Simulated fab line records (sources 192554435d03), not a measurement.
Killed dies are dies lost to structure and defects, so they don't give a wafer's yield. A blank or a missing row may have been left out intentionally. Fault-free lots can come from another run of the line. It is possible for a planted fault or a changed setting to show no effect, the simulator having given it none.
fab line records    flow n5Finfet
[record] lots = 7  wafers = 21
route steps=1938 shown BEOL_M0_SAQP@663 BEOL_M0@734 BEOL_M1@758 BEOL_M2@841 BEOL_M3@959 BEOL_M4@1023
startH: hours from the record's first day to the start of the lot's first wafer shown    waitH: hours elapsed since this lot's preceding step    " identical to the entry in the row above    L1.1+2: a row that stands for several wafers    - no value, or no start given    * or withheld: withheld    < > ~ a bound
route shown NAME@n: a module of which the file shows steps, and the number in the route of the first    usual: mean/standard deviation of fault-free wafers    same: alike in all rows    chamber/n: place in a boat    sites: readings site by site    _std_site: standard deviation across them    _edge_site: outer sites' mean less inner sites'    radiusMm: for every site, how far away it sits from the centre of the wafer    mask NAME#n: copy n    behind: tool/chamber where the wafer was last shaped    hold: what put the lot on hold/how long, in hours/how the hold closed    device: the n, p or np transistor that did not switch    end of line: at the end of the route, the tests of the same wafers    where a step has no rows: the recipe by itself    killed: dies lost to structure and defects at the first sort, not the wafer's yield    map: dies across one wafer; x = killed, . = not, _ = none there
set.NAME: setting as actually run; set.NAME@STEP: the setting as run at that earlier step    model.NAME: the simulator's own value behind a step, which no gauge read
lots where settings were altered on purpose, with a table for each step and a row for each wafer
[[steps]]
[step N5_BEOL_M0_SAQP_SPACER1_ALD_98]
[recipe] material = SiO2  targetThkA = 128  tempC = 300  aldPrecursorFamily = BDEAS  aldCoReactant = O2-plasma  pulseTimeS = 1  purgeTimeS = 2  coReactantPurgeTimeS = 2  aldCycles = 138  pressureTorr = 2
lot.wafer   tool       chamber  startH  waitH  set.aldCycles  model.SiO2_of_BEOL_M0_SAQP_SPACER1_ALD_98.thkNm
L075.1      aldSin-02  3        113.05  0.3    160            14.6
L075.2      "          1        "       "      160            14.8
L075.5      "          1        "       "      138            12.8
L078.1+2+5  aldSin-03  3,2,2    127.42  0.3    138            12.8
L079.2      aldSin-04  0        142.53  0.3    126            11.6
L079.3      "          3        "       "      126            11.8
L079.4      "          2        "       "      138            12.8
L085.1+6    aldSin-04  0,3      174.07  0.8    138            12.8
L085.5      "          2        "       "      156            14.4
L090.2+5    aldSin-02  0        214.35  0.3    138            12.8
L090.6      "          2        "       "      138            13
L096.1+4+6  aldSin-02  3,2,3    241.51  0.6    156            14.4
L097.1      aldSin-03  2        251.66  0.3    124            11.4
L097.2+4    "          0        "       "      138            12.8
[step N5_BEOL_M0_SAQP_SPACER1_ETCHBACK_99]
[recipe] chemistry = CHF3/O2  mode = anisotropicEtchback  target = SiO2  targetDepthA = 154  timeS = 7.7  pressureMtorr = 30  sourceW = 650  biasW = 170  Ar_flow_sccm = 200  CHF3_flow_sccm = 50  O2_flow_sccm = 5  ionEnergyEv = 200
[step N5_BEOL_M0_SAQP_MANDREL1_REMOVE_100]
[recipe] chemistry = HBr/Cl2/O2  btTimeS = 10  target = a-Si  stopOn = SiNx  endpoint = OES-SiCl  overEtchFrac = 0.85  icpW = 600  biasW = 30  HBr_flow_sccm = 150  Cl2_flow_sccm = 80  O2_flow_sccm = 5  pressureMtorr = 10
lot.wafer  tool      chamber  startH  waitH  set.aldCycles@BEOL_M0_SAQP_SPACER1_ALD_98  model.BEOL_M0_SAQP.cdNm  model.SiO2_of_BEOL_M0_SAQP_SPACER1_ALD_98.thkNm
L075.1+2   rieSi-03  1,2      113.78  0.1    160                                        14.6                     9.4
L075.5     "         0        "       "      138                                        12.6                     7.4
L078.1     rieSi-05  3        128.10  0.1    138                                        12.8                     7.4
L078.2+5   "         0,1      "       "      138                                        12.6                     7.4
L079.2     rieSi-06  0        143.21  0.1    126                                        11.6                     6.2
L079.3     "         2        "       "      126                                        11.8                     6.4
L079.4     "         1        "       "      138                                        12.8                     7.4
L085.1     rieSi-06  0        174.63  0.1    138                                        12.8                     7.4
L085.5     "         3        "       "      156                                        14.4                     9
L085.6     "         0        "       "      138                                        13                       7.4
L090.2     rieSi-06  2        215.18  0.1    138                                        13                       7.4
L090.5     "         1        "       "      138                                        12.8                     7.4
L090.6     "         0        "       "      138                                        13                       7.6
L096.1     rieSi-06  2        242.08  0.1    156                                        14.6                     9
L096.4+6   "         3,0      "       "      156                                        14.4                     9
L097.1     rieSi-05  2        252.30  0.1    124                                        11.4                     6
L097.2     "         1        "       "      138                                        12.6                     7.4
L097.4     "         3        "       "      138                                        13                       7.4
[step N5_BEOL_M0_SAQP_CD_MEAS_25]
[recipe] targetCdNm = 13.1  landingEnergyEv = 1000  detector = seInlens
[usual] cdNm = 12.77/0.27
lot.wafer  tool      chamber  startH  waitH  set.aldCycles@BEOL_M0_SAQP_SPACER1_ALD_98  cdNm
L075.1     cdSem-01  0        113.89  0.1    160                                        14.46
L075.2     "         0        "       "      160                                        14.90
L075.5     "         0        "       "      138                                        12.51
L078.1     cdSem-03  0        128.21  0.1    138                                        12.17
L078.2     "         0        "       "      138                                        12.70
L078.5     "         0        "       "      138                                        12.60
L079.2     cdSem-01  0        143.32  0.1    126                                        11.86
L079.3     "         0        "       "      126                                        11.91
L079.4     "         0        "       "      138                                        12.96
L085.1     cdSem-01  0        174.74  0.1    138                                        12.76
L085.5     "         0        "       "      156                                        14.23
L085.6     "         0        "       "      138                                        12.97
L090.2     cdSem-01  0        215.29  0.1    138                                        12.73
L090.5     "         0        "       "      138                                        12.88
L090.6     "         0        "       "      138                                        12.97
L096.1     cdSem-01  0        242.19  0.1    156                                        14.76
L096.4     "         0        "       "      156                                        14.60
L096.6     "         0        "       "      156                                        14.40
L097.1     cdSem-02  0        252.41  0.1    124                                        11.85
L097.2     "         0        "       "      138                                        12.67
L097.4     "         0        "       "      138                                        13.20
[step N5_BEOL_M0_SPUTTER_116]
[recipe] material = Cu  targetThkA = 40  tempC = -20  chamberPressurePa = 0.07  powerW = withheld  timeS = 7.37
lot.wafer   tool           chamber  startH  waitH  set.timeS  model.Cu_of_BEOL_M0_SPUTTER_116.thkNm
L075.1+5    pvdSputter-01  -        122.05  0.1    7.37       3.8
L075.2      "              -        "       "      7.37       3.6
L078.1+2+5  pvdSputter-03  -        140.90  0.3    7.37       4
L079.2      pvdSputter-01  -        153.60  1.5    6.276      -
L079.3      "              -        "       "      7.37       3.8
L079.4      "              -        "       "      7.37       4
L085.1+5    pvdSputter-02  -        182.76  0.1    6.452      -
L085.6      "              -        "       "      7.37       4.2
L090.2+5    pvdSputter-03  -        224.12  0.1    6.414      3.2
L090.6      "              -        "       "      7.37       3.8
L096.1+6    pvdSputter-02  -        250.39  0.1    7.37       4
L096.4      "              -        "       "      8.004      -
L097.1      pvdSputter-03  -        260.22  0.1    7.37       4
L097.2      "              -        "       "      6.385      3.4
L097.4      "              -        "       "      6.385      -
[step N5_BEOL_M1_COAT_05]
[recipe] resist = CAR-EUV  spinRpm = 1500  resistThkNm = 30
lot.wafer   tool           chamber  startH  waitH  set.spinRpm  model.CAR-EUV_of_BEOL_M1_COAT_05.thkNm
L075.1      lithoTrack-05  0        -       -      1424         30.8
L075.2+5    "              0        "       "      1500         30
L078.1      lithoTrack-03  0        -       -      1500         30
L078.2+5    "              0        "       "      1500         30.2
L079.2+3+4  lithoTrack-05  0        -       -      1500         30.2
L085.1      lithoTrack-05  0        -       -      1585         29.2
L085.5+6    "              0        "       "      1500         30
L090.2+6    lithoTrack-04  0        -       -      1500         30.2
L090.5      "              0        "       "      1634         28.8
L096.1+4+6  lithoTrack-03  0        -       -      1500         30
L097.1      lithoTrack-05  0        -       -      1642         28.8
L097.2      "              0        "       "      1500         30
L097.4      "              0        "       "      1642         28.6
[step N5_BEOL_M1_EBR_07]
[recipe] solvent = PGMEA  ebrWidthMm = 1.5
[step N5_BEOL_M1_SOFTBAKE_06]
[recipe] tempC = 110  timeS = 60  resist = CAR-EUV
[step N5_BEOL_M1_EXPOSE_08]
[recipe] maskId = M1  na = 0.33  sourceShape = dipole  sigmaInner = 0.369  sigmaOuter = 0.767  polarization = unpolarized  doseMj = 33
[step N5_BEOL_M1_PEB_09]
[recipe] pebTempC = 100  pebTimeS = 60  resist = CAR-EUV
[step N5_BEOL_M1_DEVELOP_10]
[recipe] developTimeS = 30  developer = TMAH  resist = CAR-EUV  rinseLiquid = surfactantRinse  dry = airSpin  devTempC = 23
lot.wafer   tool           chamber  startH  waitH  set.spinRpm@BEOL_M1_COAT_05  model.CAR-EUV_of_BEOL_M1_COAT_05.thkNm
L075.1      lithoTrack-03  0        -       -      1424                         30.2
L075.2      "              0        "       "      1500                         29.4
L075.5      "              0        "       "      1500                         29.6
L078.1+2+5  lithoTrack-05  0        -       -      1500                         29.6
L079.2+3+4  lithoTrack-03  0        -       -      1500                         29.6
L085.1      lithoTrack-03  0        -       -      1585                         28.8
L085.5+6    "              0        "       "      1500                         29.6
L090.2      lithoTrack-04  0        -       -      1500                         29.8
L090.5      "              0        "       "      1634                         28.4
L090.6      "              0        "       "      1500                         29.6
L096.1      lithoTrack-05  0        -       -      1500                         29.4
L096.4+6    "              0        "       "      1500                         29.6
L097.1      lithoTrack-03  0        -       -      1642                         28.4
L097.2      "              0        "       "      1500                         29.6
L097.4      "              0        "       "      1642                         28.2
[step N5_BEOL_M1_ETCH_64]
[recipe] chemistry = N2/H2  target = SOC  targetDepthA = 750  overetchA = 150  maskMaterial = SiARC  tempC = 40  timeS = 112.5  ionEnergyEv = 200  pressureMtorr = 30  sourceW = 840  biasW = 150  n2FlowSccm = 200  h2FlowSccm = 200
lot.wafer  tool        chamber  startH  waitH  set.timeS  model.SiARC_of_BEOL_M1_COAT_62.thkNm
L075.1     rieDiel-03  2        125.39  0.0    112.5      6.8
L075.2+5   "           3        "       "      112.5      7.2
L078.1+5   rieDiel-01  3,1      143.81  0.0    112.5      6.6
L078.2     "           1        "       "      112.5      6.8
L079.2+3   rieDiel-01  0,3      157.19  0.0    112.5      6.6
L079.4     "           2        "       "      112.5      7
L085.1     rieDiel-02  3        186.17  0.0    94.02      7.6
L085.5     "           0        "       "      112.5      6.8
L085.6     "           1        "       "      112.5      7
L090.2+5   rieDiel-01  2        227.15  0.0    119.5      6.6
L090.6     "           1        "       "      119.5      6.2
L096.1     rieDiel-02  1        253.43  0.0    128.9      6.2
L096.4+6   "           0        "       "      112.5      6.8
L097.1     rieDiel-03  2        263.77  0.0    112.5      6.8
L097.2     "           3        "       "      87.81      8.4
L097.4     "           3        "       "      112.5      7.4
[step N5_BEOL_M2_ILD_DEP_00]
[recipe] material = SiOC  targetThkA = 790  tempC = 350  precursor = DEMS/O2  pressureTorr = 5  rfW = 500  timeS = 15.3
lot.wafer  tool      chamber  startH  waitH  set.timeS  model.SiOC_of_BEOL_M2_ILD_DEP_00.thkNm
L075.1     pecvd-01  2        146.67  0.0    14.37      75
L075.2     "         0        "       "      14.37      73.6
L075.5     "         2        "       "      15.3       80.8
L078.1     pecvd-01  1        154.51  0.0    15.3       79
L078.2     "         2        "       "      15.3       78.6
L078.5     "         2        "       "      15.3       81
L079.2     pecvd-04  2        165.56  0.0    16.06      81.2
L079.3     "         0        "       "      15.3       78
L079.4     "         0        "       "      16.06      83.2
L085.1     pecvd-01  2        193.69  0.0    15.3       78.8
L085.5     "         0        "       "      13.85      72.8
L085.6     "         1        "       "      13.85      72.6
L090.2     pecvd-01  1        239.22  0.0    15.3       78.4
L090.5     "         1        "       "      15.3       78.6
L090.6     "         2        "       "      17.08      88.6
L096.1     pecvd-01  1        263.85  0.0    15.3       79.6
L096.4     "         1        "       "      15.3       80.4
L096.6     "         1        "       "      14.55      77.2
L097.1     pecvd-03  0        273.01  0.0    15.3       78.2
L097.2+4   "         1,2      "       "      15.3       79.4
[step N5_BEOL_M2_THK_MEAS_01]
[recipe] reads = SiOC_of_BEOL_M2_ILD_DEP_00
[usual] M2_ILD_THK = 79.0/1
lot.wafer  tool          chamber  startH  waitH  set.timeS@BEOL_M2_ILD_DEP_00  M2_ILD_THK[nm]
L075.1     filmMetro-01  -        146.74  0.0    14.37                         75.1
L075.2     "             -        "       "      14.37                         73.5
L075.5     "             -        "       "      15.3                          80.8
L078.1     filmMetro-01  -        154.59  0.1    15.3                          79.0
L078.2     "             -        "       "      15.3                          78.7
L078.5     "             -        "       "      15.3                          80.9
L079.2     filmMetro-01  -        165.63  0.1    16.06                         81.2
L079.3     "             -        "       "      15.3                          78.1
L079.4     "             -        "       "      16.06                         83.3
L085.1     filmMetro-01  -        193.76  0.0    15.3                          78.8
L085.5     "             -        "       "      13.85                         72.9
L085.6     "             -        "       "      13.85                         72.6
L090.2     filmMetro-02  -        239.28  0.1    15.3                          78.3
L090.5     "             -        "       "      15.3                          78.7
L090.6     "             -        "       "      17.08                         88.6
L096.1     filmMetro-01  -        263.93  0.1    15.3                          79.7
L096.4     "             -        "       "      15.3                          80.4
L096.6     "             -        "       "      14.55                         77.2
L097.1     filmMetro-01  -        273.08  0.0    15.3                          78.1
L097.2     "             -        "       "      15.3                          79.3
L097.4     "             -        "       "      15.3                          79.4
[step N5_BEOL_M2_COAT_62]
[recipe] resist = SiARC  tempC = 220  timeS = 60  spinRpm = 1500  resistThkNm = 12
lot.wafer   tool           chamber  startH  waitH  set.spinRpm  model.SiARC_of_BEOL_M2_COAT_62.thkNm
L075.1+5    lithoTrack-03  0        -       -      1500         12
L075.2      "              0        "       "      1654         11.4
L078.1+2+5  lithoTrack-01  0        -       -      1500         12
L079.2+4    lithoTrack-02  0        -       -      1620         11.6
L079.3      "              0        "       "      1500         12
L085.1+6    lithoTrack-01  0        -       -      1544         11.8
L085.5      "              0        "       "      1500         12
L090.2+5    lithoTrack-02  0        -       -      1500         12
L090.6      "              0        "       "      1654         11.4
L096.1+4+6  lithoTrack-01  0        -       -      1500         12
L097.1      lithoTrack-02  0        -       -      1500         12
L097.2+4    "              0        "       "      1637         11.4
[step N5_BEOL_M2_COAT_73]
[recipe] resist = underlayer  tempC = 205  timeS = 60  spinRpm = 1500  resistThkNm = 5
[step N5_BEOL_M2_COAT_05]
[recipe] resist = CAR-EUV  spinRpm = 1500  resistThkNm = 30
[step N5_BEOL_M2_DESCUM_16]
[recipe] chemistry = O2  timeS = 7  sourcePowerW = 50  biasPowerW = 20  pressureMtorr = 20  rfFrequencyHz = 2.712e+07  tempC = 40  resist = CAR-EUV  o2FlowSccm = 225
[step N5_BEOL_M2_ETCH_74]
[recipe] chemistry = N2/H2  target = underlayer  targetDepthA = 65  maskMaterial = CAR-EUV  timeS = 5.2  ionEnergyEv = 200  pressureMtorr = 30  sourceW = 840  biasW = 150  n2FlowSccm = 200  h2FlowSccm = 200  ends = cleared
[step N5_BEOL_M2_ETCH_63]
[recipe] chemistry = CF4  target = SiARC  targetDepthA = 156  maskMaterial = CAR-EUV  timeS = 26  ionEnergyEv = 80  pressureMtorr = 40  sourceW = 545  biasW = 36  Ar_flow_sccm = 100  cf4FlowSccm = 100  ends = cleared
lot.wafer  tool        chamber  startH  waitH  set.spinRpm@BEOL_M2_COAT_62  model.etch.depthNm
L075.1     rieDiel-04  0        148.24  0.0    1500                         12.01
L075.2     "           1        "       "      1654                         11.45
L075.5     "           1        "       "      1500                         12.06
L078.1     rieDiel-04  1        155.65  0.0    1500                         12.05
L078.2     "           2        "       "      1500                         12.03
L078.5     "           2        "       "      1500                         12.01
L079.2     rieDiel-05  1        171.83  0.0    1620                         11.52
L079.3     "           0        "       "      1500                         12.02
L079.4     "           2        "       "      1620                         11.61
L085.1     rieDiel-05  3        195.42  0.0    1544                         11.85
L085.5     "           3        "       "      1500                         12.04
L085.6     "           0        "       "      1544                         11.84
L090.2     rieDiel-06  2        241.97  0.0    1500                         12
L090.5     "           0        "       "      1500                         11.97
L090.6     "           3        "       "      1654                         11.45
L096.1     rieDiel-06  1        266.83  0.0    1500                         12
L096.4     "           3        "       "      1500                         11.91
L096.6     "           2        "       "      1500                         11.98
L097.1     rieDiel-06  2        274.39  0.0    1500                         12
L097.2     "           3        "       "      1637                         11.47
L097.4     "           3        "       "      1637                         11.46
[step N5_BEOL_M2_ETCH_69]
[recipe] chemistry = CF4  target = SiARC  targetDepthA = 156  maskMaterial = CAR-EUV  timeS = 26  ionEnergyEv = 80  pressureMtorr = 40  sourceW = 545  biasW = 36  Ar_flow_sccm = 100  cf4FlowSccm = 100  ends = cleared
[usual] rfVppV = 184.7/1.2
lot.wafer  tool        chamber  startH  waitH  set.biasW  rfVppV
L075.1     rieDiel-06  0        149.12  0.0    39.9       197.3
L075.2     "           3        "       "      36         184.4
L075.5     "           0        "       "      36         185.3
L078.1     rieDiel-06  0        156.79  0.0    36         183.9
L078.2     "           1        "       "      36         185.7
L078.5     "           0        "       "      36         185.1
L079.2     rieDiel-05  1        173.42  0.0    36         185.3
L079.3     "           2        "       "      40.99      199.1
L079.4     "           0        "       "      36         186.5
L085.1     rieDiel-06  2        196.51  0.0    40.1       194.9
L085.5     "           0        "       "      36         185.9
L085.6     "           3        "       "      36         185.6
L090.2     rieDiel-05  1        242.89  0.0    36         185.4
L090.5     "           2        "       "      32.23      169.5
L090.6     "           1        "       "      36         186.1
L096.1     rieDiel-06  2        267.72  0.0    36         184.7
L096.4     "           0        "       "      36         183.9
L096.6     "           3        "       "      36         185.5
L097.1     rieDiel-04  0        275.28  0.0    29.62      163.0
L097.2     "           1        "       "      29.62      162.8
L097.4     "           3        "       "      36         184.8
[step N5_BEOL_M2_TRENCH_ETCH_37]
[recipe] chemistry = C4F6/O2  targetDepthA = 555.55  target = SiOC  timeS = 29.2  ionEnergyEv = 250  pressureMtorr = 30  sourceW = 355  biasW = 185  Ar_flow_sccm = 300  C4F6_flow_sccm = 10  O2_flow_sccm = 10
[usual] rfVppV = 667/10
lot.wafer  tool        chamber  startH  waitH  set.biasW  rfVppV
L075.1     rieDiel-06  0        -       -      171.1      662
L075.2     "           1        "       "      171.1      616
L075.5     "           0        "       "      185        706
L078.1     rieDiel-05  1        -       -      185        670
L078.2     "           3        "       "      185        665
L078.5     "           1        "       "      185        670
L079.2     rieDiel-06  2        -       -      185        664
L079.3     "           3        "       "      185        672
L079.4     "           1        "       "      217.6      745
L085.1     rieDiel-05  0        -       -      211        732
L085.5     "           3        "       "      211        738
L085.6     "           2        "       "      185        676
L090.2     rieDiel-04  3        -       -      170        624
L090.5     "           0        "       "      185        663
L090.6     "           2        "       "      185        662
L096.1     rieDiel-05  1        -       -      185        671
L096.4     "           0        "       "      185        660
L096.6     "           2        "       "      185        678
L097.1     rieDiel-05  3        -       -      211.7      740
L097.2     "           1        "       "      185        669
L097.4     "           2        "       "      185        676
[step N5_BEOL_M3_COAT_76]
[recipe] resist = underlayer  tempC = 205  timeS = 60  spinRpm = 1500  resistThkNm = 5
lot.wafer   tool           chamber  startH  waitH  set.spinRpm
L075.1+2    lithoTrack-05  0        -       -      1355
L075.5      "              0        "       "      1500
L078.1+2+5  lithoTrack-05  0        -       -      1500
L079.2      lithoTrack-01  0        -       -      1446
L079.3+4    "              0        "       "      1500
L085.1+5+6  lithoTrack-05  0        -       -      1500
L090.2+5    lithoTrack-05  0        -       -      1424
L090.6      "              0        "       "      1500
L096.1+4+6  lithoTrack-01  0        -       -      1500
L097.1+4    lithoTrack-04  0        -       -      1627
L097.2      "              0        "       "      1500
[step N5_BEOL_M3_COAT_22]
[recipe] resist = CAR-EUV  spinRpm = 1500  resistThkNm = 30
[step N5_BEOL_M3_EBR_24]
[recipe] solvent = PGMEA  ebrWidthMm = 1.5
[step N5_BEOL_M3_DESCUM_33]
[recipe] chemistry = O2  timeS = 7  sourcePowerW = 50  biasPowerW = 20  pressureMtorr = 20  rfFrequencyHz = 2.712e+07  tempC = 40  resist = CAR-EUV  o2FlowSccm = 225
[step N5_BEOL_M3_ETCH_77]
[recipe] chemistry = N2/H2  target = underlayer  targetDepthA = 65  maskMaterial = CAR-EUV  timeS = 5.2  ionEnergyEv = 200  pressureMtorr = 30  sourceW = 840  biasW = 150  n2FlowSccm = 200  h2FlowSccm = 200  ends = cleared
lot.wafer  tool        chamber  startH  waitH  set.spinRpm@BEOL_M3_COAT_76  model.etch.depthNm
L075.1     rieDiel-03  0        171.57  0.0    1355                         5.246
L075.2     "           1        "       "      1355                         5.256
L075.5     "           0        "       "      1500                         4.989
L078.1     rieDiel-01  0        173.56  0.0    1500                         5.014
L078.2     "           3        "       "      1500                         5.001
L078.5     "           3        "       "      1500                         5.004
L079.2     rieDiel-03  0        184.28  0.0    1446                         5.086
L079.3     "           3        "       "      1500                         5
L079.4     "           1        "       "      1500                         4.991
L085.1     rieDiel-03  1        212.01  0.0    1500                         5.024
L085.5     "           2        "       "      1500                         5.019
L085.6     "           1        "       "      1500                         5.008
L090.2     rieDiel-01  1        250.94  0.0    1424                         5.151
L090.5     "           0        "       "      1424                         5.142
L090.6     "           3        "       "      1500                         5.008
L096.1     rieDiel-01  3        279.05  0.0    1500                         4.987
L096.4     "           2        "       "      1500                         4.979
L096.6     "           3        "       "      1500                         4.993
L097.1     rieDiel-02  0        289.51  0.0    1627                         4.795
L097.2     "           3        "       "      1500                         5.007
L097.4     "           2        "       "      1627                         4.801
[step N5_BEOL_M4_PECVD_72]
[recipe] material = SiO2  targetThkA = 160  tempC = 400  precursor = TEOS/O2  pressureTorr = 5.5  rfW = 450  teosFlowSccm = 53.8  gas = O2  flowSccm = 3000  timeS = 18
lot.wafer  tool      chamber  startH  waitH  set.timeS  model.SiO2_of_BEOL_M4_PECVD_72.thkNm
L075.1     pecvd-02  0        176.30  0.0    19.75      17.8
L075.2     "         2        "       "      19.75      17.6
L075.5     "         1        "       "      18         16.6
L078.1     pecvd-03  0        187.66  0.0    18         15.4
L078.2+5   "         2,1      "       "      18         15.6
L079.2+3   pecvd-01  0,1      189.49  0.0    17.28      15.4
L079.4     "         2        "       "      18         16
L085.1     pecvd-03  1        226.81  0.0    18         15.2
L085.5     "         0        "       "      18         15.6
L085.6     "         2        "       "      18         16
L090.2+5   pecvd-02  1,0      264.42  0.0    16.03      14.2
L090.6     "         2        "       "      18         16
L096.1     pecvd-03  2        289.01  0.0    19.49      16.8
L096.4     "         0        "       "      19.49      17.2
L096.6     "         2        "       "      18         15.8
L097.1     pecvd-03  2        296.68  0.0    18         15.4
L097.2     "         0        "       "      18         15.6
L097.4     "         0        "       "      18         16
[[key]]
[split] step = N5_BEOL_M0_SAQP_SPACER1_ALD_98  setting = aldCycles  stated = 138  by = wafer
[response] step = N5_BEOL_M0_SAQP_SPACER1_ALD_98  reading = model.SiO2_of_BEOL_M0_SAQP_SPACER1_ALD_98.thkNm  change = +0.124  per = 1%  r = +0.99
[response] step = N5_BEOL_M0_SAQP_MANDREL1_REMOVE_100  reading = model.BEOL_M0_SAQP.cdNm  change = +0.125  per = 1%  r = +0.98
[response] step = N5_BEOL_M0_SAQP_MANDREL1_REMOVE_100  reading = model.SiO2_of_BEOL_M0_SAQP_SPACER1_ALD_98.thkNm  change = +0.127  per = 1%  r = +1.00
[response] step = N5_BEOL_M0_SAQP_CD_MEAS_25  reading = cdNm  change = +0.121  per = 1%  r = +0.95
[split] step = N5_BEOL_M0_SPUTTER_116  setting = timeS  stated = 7.37  by = wafer
[response] step = N5_BEOL_M0_SPUTTER_116  reading = model.Cu_of_BEOL_M0_SPUTTER_116.thkNm  change = +0.0457  per = 1%  r = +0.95
[split] step = N5_BEOL_M1_COAT_05  setting = spinRpm  stated = 1500  by = wafer
[response] step = N5_BEOL_M1_COAT_05  reading = model.CAR-EUV_of_BEOL_M1_COAT_05.thkNm  change = -0.147  per = 1%  r = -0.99
[response] step = N5_BEOL_M1_DEVELOP_10  reading = model.CAR-EUV_of_BEOL_M1_COAT_05.thkNm  change = -0.141  per = 1%  r = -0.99
[split] step = N5_BEOL_M1_ETCH_64  setting = timeS  stated = 112.5  by = wafer
[response] step = N5_BEOL_M1_ETCH_64  reading = model.SiARC_of_BEOL_M1_COAT_62.thkNm  change = -0.0506  per = 1%  r = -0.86
[split] step = N5_BEOL_M2_ILD_DEP_00  setting = timeS  stated = 15.3  by = wafer
[response] step = N5_BEOL_M2_ILD_DEP_00  reading = model.SiOC_of_BEOL_M2_ILD_DEP_00.thkNm  change = +0.802  per = 1%  r = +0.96
[response] step = N5_BEOL_M2_THK_MEAS_01  reading = M2_ILD_THK  change = +0.804  per = 1%  r = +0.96
[split] step = N5_BEOL_M2_COAT_62  setting = spinRpm  stated = 1500  by = wafer
[response] step = N5_BEOL_M2_COAT_62  reading = model.SiARC_of_BEOL_M2_COAT_62.thkNm  change = -0.0588  per = 1%  r = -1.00
[response] step = N5_BEOL_M2_ETCH_63  reading = model.etch.depthNm  change = -0.0563  per = 1%  r = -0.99
[split] step = N5_BEOL_M2_ETCH_69  setting = biasW  stated = 36  by = wafer
[response] step = N5_BEOL_M2_ETCH_69  reading = rfVppV  change = +1.14  per = 1%  r = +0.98
[split] step = N5_BEOL_M2_TRENCH_ETCH_37  setting = biasW  stated = 185  by = wafer
[response] step = N5_BEOL_M2_TRENCH_ETCH_37  reading = rfVppV  change = +4.71  per = 1%  r = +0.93
[split] step = N5_BEOL_M3_COAT_76  setting = spinRpm  stated = 1500  by = wafer
[response] step = N5_BEOL_M3_ETCH_77  reading = model.etch.depthNm  change = -0.0261  per = 1%  r = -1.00
[split] step = N5_BEOL_M4_PECVD_72  setting = timeS  stated = 18  by = wafer
[response] step = N5_BEOL_M4_PECVD_72  reading = model.SiO2_of_BEOL_M4_PECVD_72.thkNm  change = +0.143  per = 1%  r = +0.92
